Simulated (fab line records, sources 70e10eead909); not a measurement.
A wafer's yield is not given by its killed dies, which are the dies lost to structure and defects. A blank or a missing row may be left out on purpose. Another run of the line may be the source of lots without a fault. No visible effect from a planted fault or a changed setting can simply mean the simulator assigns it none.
A struck lot beside a sound one / flow nand-harc / 13 out of 1302 route steps
Sound: wafers L213.2, L213.5, L213.6. Wafers struck: L222.1, L222.2, L222.5. Last of all comes the cause.
Order at every step that has rows: each side's tool, ch and its chambers, its first start. Under that, the readings that differ: sound wafers / struck wafers / difference of the means / sigmas: that difference in standard deviations of wafers without a fault.
alike: a reading whose means differ by less than 2 such deviations, as well as words and numbers matching on both sides. not compared: withheld readings; readings where some wafer has no value; bounds like >300 that might hide an equal value; numbers whose values overlap and for which the record gives no deviation.
The two part at a step that has a row with sigmas, a row that says differs or no value, or rows on one side only. Numbers that have no deviation but don't overlap get no sigmas and don't part them. A reading missing from all wafers of one side parts the sides only when that side holds two or more wafers.

first, 7 steps without rows for these wafers: NHARC_P_STI_SRD_35; NHARC_P_STI_ETCH_36 (etches SiO2 in dHF, target depth 38.8 nm); NHARC_P_STI_STRIP_24 (strips Si3N4 in H3PO4); NHARC_P_STI_ETCH_37 (etches SiO2 in dHF, target depth 11 nm); NHARC_P_STI_PRECLEAN_38 (cleans in SC1); NHARC_P_STI_SRD_39; NHARC_P_STI_OXIDE_40 (material SiO2, target thk 10 nm, ox time 1362 s).
NHARC_P_STI_INSPECT_25:
  sound on defect-inspect-02, day 7 04:20; struck on defect-inspect-02, day 10 18:38
  alike: raw-defect-count
then, 3 steps without rows for these wafers: NHARC_P_GATE_ETCH_69 (etches SiO2 in dHF, target depth 14 nm); NHARC_P_GATE_PRECLEAN_70 (cleans in SC1); NHARC_P_GATE_SRD_01.
NHARC_P_GATE_OXIDE_02: material SiO2, target thk 37.5 nm, ox time 365 s.
  struck on furnace-04, day 10 22:23; sound on furnace-06 ch 0, day 7 07:42
  no value came back on the struck wafers for any of 5 readings (ox-temp-c (C), ox-time-s (s) and others); on the sound wafers ox-temp-c (C) reads 950.6 949.4 950.2
then, 1 step without rows for these wafers: NHARC_P_GATE_DEHYDRATE_03 (time 120 s).

WHERE THEY PART
At NHARC_P_GATE_OXIDE_02 and nowhere else, as far as this record goes.

WHY: whatever the simulator had introduced
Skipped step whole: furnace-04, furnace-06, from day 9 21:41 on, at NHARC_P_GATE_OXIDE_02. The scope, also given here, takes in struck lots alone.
